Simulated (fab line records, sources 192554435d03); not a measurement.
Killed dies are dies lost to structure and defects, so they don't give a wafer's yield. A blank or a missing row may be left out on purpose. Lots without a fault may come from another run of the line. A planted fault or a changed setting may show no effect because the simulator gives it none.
Which tool did it? | flow n5_finfet | 10 lots, 30 wafers sampled, at 3 steps of a route of 1938

WHAT THE GAUGES READ, wafer by wafer
N5_BEOL_M4_INSPECT_59: inspects for defects (darkfield). Usual: raw_defect_count 73, standard deviation 26.
lot  | measured     | on                | raw_defect_count | flag
L441 | day 8 02:19  | defect_inspect-01 | 59 75 75         |
L443 | day 8 19:52  | defect_inspect-01 | 40 66 41         |
L442 | day 9 11:01  | defect_inspect-02 | 87 102 45        |
L445 | day 9 17:04  | defect_inspect-01 | 67 52 57         |
L446 | day 10 15:20 | defect_inspect-01 | 110 109 95       |
L447 | day 10 18:51 | defect_inspect-02 | 108 91 100       |
L458 | day 13 11:37 | defect_inspect-01 | 88 63 51         |
L459 | day 13 11:44 | defect_inspect-01 | 80 86 89         |
L460 | day 13 12:23 | defect_inspect-01 | 110 52 74        |
L463 | day 13 19:10 | defect_inspect-02 | 88 73 53         |

N5_BEOL_M4_RC_MEAS_101. Usual: COMB_M1_max_site 7.9e-11 S/m, standard deviation 1.8e-11; DIBL_N 36.3 mV/V, standard deviation 1.2; DIBL_P 36.3 mV/V, standard deviation 1.4; IOFF_N 0.157 nA/um, standard deviation 0.02; IOFF_P 0.22 nA/um, standard deviation 0.033; ION_N 675 uA/um, standard deviation 9.6; ION_P 465 uA/um, standard deviation 8.2; SS_N 71.4 mV/dec, standard deviation 0.45; SS_P 73.3 mV/dec, standard deviation 0.54; VT_N 249.8 mV, standard deviation 2.5; VT_P -249 mV, standard deviation 3.2.
lot  | measured     | on        | COMB_M1_max_site (S/m)   | DIBL_N (mV/V)  | DIBL_P (mV/V)  | IOFF_N (nA/um)    | IOFF_P (nA/um) | ION_N (uA/um) | ION_P (uA/um) | SS_N (mV/dec)  | SS_P (mV/dec)  | VT_N (mV)         | VT_P (mV)      | flag
L441 | day 8 02:21  | prober-01 | 6.7e-11 7.9e-11 8.7e-11  | 37.2 36.6 35.3 | 38.5 37.3 36.4 | 0.169 0.150 0.137 | 0.23 0.21 0.20 | 681 676 661   | 466 467 457   | 71.4 71.6 71.5 | 72.8 72.7 73.0 | 246.2 249.8 251.9 | -249 -251 -252 |
L443 | day 8 19:53  | prober-01 | 1.02e-10 6.9e-11 9.1e-11 | 34.6 35.1 35.3 | 34.8 34.9 35.1 | 0.128 0.132 0.137 | 0.16 0.17 0.17 | 665 662 668   | 455 453 455   | 71.2 71.7 71.2 | 72.0 72.3 71.9 | 251.3 251.7 253.9 | -256 -253 -254 |
L442 | day 9 11:22  | prober-02 | 7.3e-11 8.8e-11 7e-11    | 36.7 37.9 36.8 | 37.4 38.7 37.3 | 0.161 0.190 0.162 | 0.24 0.26 0.23 | 684 687 678   | 475 467 468   | 72.0 71.9 71.4 | 73.4 74.0 74.3 | 247.5 248.9 249.6 | -247 -249 -249 |
L445 | day 9 17:05  | prober-01 | 7.1e-11 1.01e-10 8.8e-11 | 36.7 36.6 36.4 | 36.7 36.2 36.4 | 0.185 0.163 0.179 | 0.25 0.23 0.25 | 695 679 695   | 475 466 477   | 72.2 71.9 71.0 | 73.9 72.6 72.6 | 247.5 250.2 246.5 | -249 -249 -246 |
L446 | day 10 15:31 | prober-02 | 7.5e-11 8.4e-11 6e-11    | 37.3 37.8 36.0 | 37.8 38.3 35.7 | 0.178 0.186 0.139 | 0.22 0.24 0.19 | 683 679 670   | 471 472 463   | 72.2 72.5 71.3 | 72.9 73.4 72.7 | 244.7 248.3 251.5 | -250 -250 -252 |
L447 | day 10 18:52 | prober-01 | 9e-11 5.4e-11 4.1e-10    | 36.2 37.5 36.2 | 35.5 37.2 35.9 | 0.137 0.155 0.140 | 0.18 0.21 0.18 | 668 684 673   | 456 468 459   | 71.4 71.9 71.1 | 73.1 73.3 72.8 | 252.1 253.2 251.5 | -252 -252 -253 | OFF
L458 | day 13 11:38 | prober-02 | 7.8e-11 5.6e-11 6e-11    | 35.0 35.3 34.5 | 35.0 35.0 33.3 | 0.143 0.149 0.137 | 0.25 0.23 0.21 | 674 677 687   | 464 472 473   | 72.2 71.7 71.4 | 73.6 73.6 73.2 | 251.8 252.1 250.9 | -248 -247 -248 |
L459 | day 13 11:45 | prober-01 | 6.8e-11 9.1e-11 7.1e-11  | 35.0 35.9 35.8 | 33.2 34.8 34.6 | 0.123 0.141 0.130 | 0.15 0.17 0.17 | 654 665 650   | 443 450 442   | 70.7 71.5 71.2 | 73.8 73.9 73.9 | 256.3 254.5 257.1 | -256 -258 -256 |
L460 | day 13 12:34 | prober-02 | 9.6e-11 9.3e-11 6.6e-11  | 35.0 35.4 34.6 | 35.5 36.4 35.6 | 0.126 0.127 0.115 | 0.18 0.19 0.18 | 653 661 658   | 459 460 459   | 70.5 71.3 70.8 | 72.8 73.2 73.1 | 254.0 254.7 254.7 | -251 -251 -252 |
L463 | day 13 19:12 | prober-01 | 9.5e-11 9.5e-11 9e-11    | 35.7 37.4 36.5 | 36.1 37.9 36.6 | 0.147 0.182 0.170 | 0.25 0.28 0.26 | 673 675 667   | 469 473 464   | 71.2 71.5 71.8 | 73.3 74.0 73.9 | 249.2 246.1 247.4 | -246 -245 -246 |

WHICH TOOL RAN EACH LOT (tool, then ch and the chambers of the sampled wafers, then the start)
lot  | N5_BEOL_M1_ALD_84
L441 | ald_metal-01 ch 0,2,3, day 6 12:57
L443 | ald_metal-02 ch 0,3, day 7 01:29
L442 | ald_metal-03 ch 0,1, day 7 01:46
L445 | ald_metal-03 ch 0,2, day 7 08:11
L446 | ald_metal-03 ch 0,1,2, day 7 23:23
L447 | ald_metal-03 ch 1,2,3, day 8 05:24
L458 | ald_metal-02 ch 0,1,2, day 10 18:37
L459 | ald_metal-01 ch 1,2,3, day 11 10:55
L460 | ald_metal-01 ch 1,2,3, day 11 11:16
L463 | ald_metal-01 ch 1,3, day 11 20:31
- N5_BEOL_M1_ALD_84: deposits TaN, pulse time 2 s, purge time 3 s, co reactant purge time 2 s.

WHAT THE TOOLS THEMSELVES READ (means of the sampled wafers that have a number; where no wafer has one, the mark that the record gives instead)
N5_BEOL_M1_ALD_84. Usual: heater_power_outer_w 230 W, standard deviation 29; heater_power_w 415 W, standard deviation 36.
lot  | tool         | heater_power_outer_w (W) | heater_power_w (W) | flag
L441 | ald_metal-01 | 233                      | 419                |
L443 | ald_metal-02 | 227                      | 395                |
L442 | ald_metal-03 | 251                      | 420                |
L445 | ald_metal-03 | 272                      | 467                |
L446 | ald_metal-03 | 256                      | 432                |
L447 | ald_metal-03 | 234                      | 427                |
L458 | ald_metal-02 | 202                      | 381                |
L459 | ald_metal-01 | 227                      | 416                |
L460 | ald_metal-01 | 227                      | 425                |
L463 | ald_metal-01 | 228                      | 433                |

THE ANSWER, worked out from the rows above alone
Rule: a lot is off if the mean of its wafers that have a number lies more than 3 standard deviations from the usual mean. A lot without any number at a reading at which 4 lots or more have one is off too. The other lots that the step has rows for count as sound. The gauges are gone through in route order, then the tools' own readings, and for those a lot's mean is taken as printed above. The first step at which some lot is off is used, and at that step the reading that is off furthest; a lot without a number counts as furthest.
Off: L447, at N5_BEOL_M4_RC_MEAS_101 (COMB_M1_max_site).
A tool fits if, at a process step before that reading, it ran every lot that is off, and no sound lot after the first of them. The gauges at N5_BEOL_M4_RC_MEAS_101 are tried like those tools. One fits: ald_metal-03 at N5_BEOL_M1_ALD_84. Its last sound lot is L446 (day 7 23:23), its first lot that is off L447 (day 8 05:24): a fault that began between those two fits.

WHAT THE SIMULATOR HAD PUT IN
Site profile drift: ald_metal-03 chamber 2, from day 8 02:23 on, at N5_BEOL_M1_ALD_84. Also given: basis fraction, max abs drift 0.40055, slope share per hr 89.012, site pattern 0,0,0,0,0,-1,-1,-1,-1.
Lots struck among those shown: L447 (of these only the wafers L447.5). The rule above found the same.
